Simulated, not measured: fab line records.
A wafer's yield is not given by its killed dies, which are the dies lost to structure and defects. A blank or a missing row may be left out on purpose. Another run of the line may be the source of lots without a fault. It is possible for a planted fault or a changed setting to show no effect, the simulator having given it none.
Chamber matching | flow n5-finfet | N5_DUMMY_GATE_ETCH_36 on rie-diel-05 has 4 sister chambers
The step etches SiARC in CF4, target depth 13 nm. 4 wafers are shown with their chamber, then 12 later ones without.

WAFERS PAIRED WITH THEIR CHAMBERS
wafer  | chamber | showerhead-plenum-p-Torr (Torr)
L087.2 | 2       | 2.21
L090.1 | 3       | 2.20
L090.2 | 1       | 2.06
L090.3 | 0       | 2.25

WAFERS WITH NO CHAMBER GIVEN
wafer  | showerhead-plenum-p-Torr (Torr)
L091.2 | 2.21
L091.4 | 2.20
L091.5 | 2.25
L093.1 | 2.05
L093.3 | 2.20
L093.5 | 2.20
L094.1 | 2.21
L094.2 | 2.20
L094.5 | 2.21
L097.2 | 2.05
L097.3 | 2.20
L097.6 | 2.05

THE CHAMBER EACH PASSED THROUGH
wafer  | from the rows above     | in truth
L091.2 | can't be placed: 2 or 3 | 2
L091.4 | can't be placed: 3 or 2 | 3
L091.5 | 0                       | 0
L093.1 | 1                       | 1
L093.3 | can't be placed: 3 or 2 | 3
L093.5 | can't be placed: 3 or 2 | 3
L094.1 | can't be placed: 2 or 3 | 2
L094.2 | can't be placed: 3 or 2 | 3
L094.5 | can't be placed: 2 or 3 | 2
L097.2 | 1                       | 1
L097.3 | can't be placed: 3 or 2 | 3
L097.6 | 1                       | 1
Placed correctly: 4 of 12. Not placeable from these rows: 8 (in 8, the candidates include the true chamber). Number placed wrongly: 0.
How it was worked out, from the rows above alone: a wafer's distance from a chamber is the root of the sum, over the readings, of the square of ((its reading less the chamber's mean) divided by the reading's scatter). The wafer belongs to the nearest chamber; if the next one is less than 2 further off, it can't be placed. A chamber's mean is the mean of its shown wafers. The scatter: root of mean squared gap, hidden wafer to nearest shown wafer, with one shown wafer a chamber.
